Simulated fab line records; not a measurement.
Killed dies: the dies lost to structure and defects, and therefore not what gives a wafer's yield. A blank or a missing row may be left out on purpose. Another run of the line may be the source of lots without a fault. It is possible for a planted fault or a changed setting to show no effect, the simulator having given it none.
Comparing a struck lot with a sound one :: flow nand harc :: 14 steps out of a route of 1302
Sound: these wafers, L127.1, L127.4, L127.6. The struck wafers were L130.1, L130.4, L130.6. The cause is given at the end.
Each step with rows lists, per side, the tool, then ch with its chambers, then its first start. Under that, the readings that differ: sound wafers :: struck wafers :: difference of the means :: sigmas: that difference in standard deviations of wafers without a fault.
alike: same words and numbers on both sides, and readings whose means sit less than 2 such deviations apart. not compared: any withheld reading, any reading some wafer has no value for, any bound like >300 that may hide the same value, and any number with overlapping values for which the record gives no deviation.
A row with sigmas, a row that says differs or no value, or rows on one side alone: a step with any of these is where the two part. Numbers that don't overlap but have no deviation are shown without sigmas and don't part them. Lack of a reading on every wafer of one side parts them only where that side has two or more wafers.

first, 7 steps without rows for these wafers: NHARC_A_M1_COAT_34 (time 65 s); NHARC_A_M1_COAT_03 (resist thk 90 nm); NHARC_A_M1_SOFTBAKE_04 (time 55 s); NHARC_A_M1_EBR_05; NHARC_A_M1_EXPOSE_06 (exposes mask A M1, target cd 120 nm); NHARC_A_M1_PEB_07 (peb time 65 s); NHARC_A_M1_DEVELOP_08 (develop time 35 s).
NHARC_A_M1_CD_MEAS_09: the cd target is 120 nm.
  sound on cd sem-03 ch 0, day 24 02:51; struck on cd sem-01 ch 0, day 25 13:59
  alike: cd nm
NHARC_A_M1_OVL_MEAS_10: pitch 240 nm.
  sound on overlay-02, day 24 02:56; struck on overlay-01, day 25 14:05
  alike: overlay x nm, overlay y nm
NHARC_A_M1_INSPECT_11:
  sound on defect inspect-02, day 24 02:58; struck on defect inspect-02, day 25 14:07
  alike: raw defect count
NHARC_A_M1_DESCUM_14: chemistry O2, time 3 s.
  sound on rie diel-04 ch 0,2, day 24 03:02; struck on rie diel-04 ch 0,1, day 25 14:11
  alike: chamber pressure mTorr, drypump motor current A, oes product au, rf vpp V, showerhead plenum p Torr, throttle valve pct
  not compared: rf hours counter h
NHARC_A_M1_ETCH_35: etches the open film in N2/H2, target depth 40 nm, overetch 12 nm, time 43.94 s.
  sound on rie diel-04 ch 2,3, day 24 03:07; struck on rie diel-04 ch 0,3, day 25 14:16
  alike: chamber pressure mTorr, drypump motor current A, oes product au, rf fwd power W, rf vpp V, showerhead plenum p Torr, throttle valve pct
  not compared: rf hours counter h
NHARC_A_M1_ETCH_15: etches the open film in C4F8/Ar, target depth 182.5 nm, time 91.2 s.
  sound on rie diel-04 ch 0,1,3, day 24 03:13; struck on rie diel-04 ch 0,1, day 25 14:21
reading: oes product au (a.u.)
sound: 0.981 0.976 0.966
struck: 0.840 0.826 0.827
difference: -0.143
sigmas: -6

reading: rf fwd power W (W)
sound: 597.2 593.7 596.8
struck: 496.0 501.2 499.9
difference: -96.9
sigmas: -48
  alike: chamber pressure mTorr, rf vpp V
  not compared: rf hours counter h
NHARC_A_M1_CD_MEAS_16:
  sound on cd sem-02, day 24 03:20; struck on cd sem-02, day 25 14:29
  alike: cd nm

WHERE THEY PART
Only at NHARC_A_M1_ETCH_15, as far as this record shows. Later steps at which nothing parts them and some readings are alike: NHARC_A_M1_CD_MEAS_16.

WHY: whatever the simulator had introduced
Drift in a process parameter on rie diel-04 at NHARC_A_M1_ETCH_15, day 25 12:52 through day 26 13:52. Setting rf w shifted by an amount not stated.
